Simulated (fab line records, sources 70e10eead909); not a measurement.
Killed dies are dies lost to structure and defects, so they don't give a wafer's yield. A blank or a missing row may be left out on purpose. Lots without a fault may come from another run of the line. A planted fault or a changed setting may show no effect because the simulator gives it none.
Which tool did it? | flow nand_harc | 7 lots, 21 wafers sampled, at 3 steps of a route of 1302

WHAT THE GAUGES READ, wafer by wafer
NHARC_A_ONON_D2_THK_MEAS_11: measures by ellipsometry.
lot  | measured     | on            | thk_nm (nm)
L578 | day 13 12:34 | film_metro-02 | 385 385 383
L581 | day 15 06:25 | film_metro-01 | 996 998 995
L589 | day 17 20:31 | film_metro-02 | 1000 1000 999
L592 | day 19 09:46 | film_metro-02 | 1009 1006 1007
L596 | day 20 13:53 | film_metro-01 | 997 997 997
L597 | day 21 02:31 | film_metro-01 | 987 987 987
L599 | day 22 13:29 | film_metro-01 | 1017 1019 1019

WHICH TOOL RAN EACH LOT (tool, then ch and the chambers of the sampled wafers, then the start)
lot  | NHARC_A_CHANNEL_FILL_D1_STRIP_29              | NHARC_A_ONON_D2_DEP_09
L578 | rie_diel-10 ch 0,1,3, day 13 12:04 or earlier | pecvd_onon-01 ch 0, day 13 12:04
L581 | rie_diel-10 ch 0,3, day 15 06:01 or earlier   | pecvd_onon-03 ch 0, day 15 06:01
L589 | rie_diel-07 ch 2,3, day 17 20:00 or earlier   | pecvd_onon-01 ch 0, day 17 20:00
L592 | rie_diel-07 ch 1,2,3, day 19 09:16 or earlier | pecvd_onon-01 ch 0, day 19 09:16
L596 | rie_diel-11 ch 1,3, day 20 13:23 or earlier   | pecvd_onon-03 ch 0, day 20 13:23
L597 | rie_diel-07 ch 1,2,3, day 21 02:01 or earlier | pecvd_onon-03 ch 0, day 21 02:01
L599 | rie_diel-07 ch 0,2,3, day 22 12:58 or earlier | pecvd_onon-03 ch 0, day 22 12:58
- NHARC_A_CHANNEL_FILL_D1_STRIP_29: strips in O2, time 20 s.
- NHARC_A_ONON_D2_DEP_09: target thk 1000 nm.

THE ANSWER, worked out from the rows above alone
Rule: what is usual is taken from the lots themselves. Put in order of their means at a reading, lots are off if they are a third of the lots or fewer, leave a main group of 4 or more, and stand apart from it by a gap of 3 or more times the standard deviation of the main group's means; of several such gaps the widest counts. A main group whose means are all the same, to the digits that the tables above print for the reading, isn't used. A lot without any number at a reading at which 4 lots or more have one is off too. The other lots that the step has rows for count as sound.
Off: L578, at NHARC_A_ONON_D2_THK_MEAS_11 (thk_nm). The main group: mean 1001 nm, standard deviation 9.8.
A tool fits if, at a process step before that reading, it ran every lot that is off, and no sound lot after the first of them. The gauges at NHARC_A_ONON_D2_THK_MEAS_11 are tried like those tools. NHARC_A_CHANNEL_FILL_D1_STRIP_29 gives no start for some lots, so the hours and the order of its lots are those of NHARC_A_ONON_D2_DEP_09. None of those tried fits.

WHAT THE SIMULATOR HAD PUT IN
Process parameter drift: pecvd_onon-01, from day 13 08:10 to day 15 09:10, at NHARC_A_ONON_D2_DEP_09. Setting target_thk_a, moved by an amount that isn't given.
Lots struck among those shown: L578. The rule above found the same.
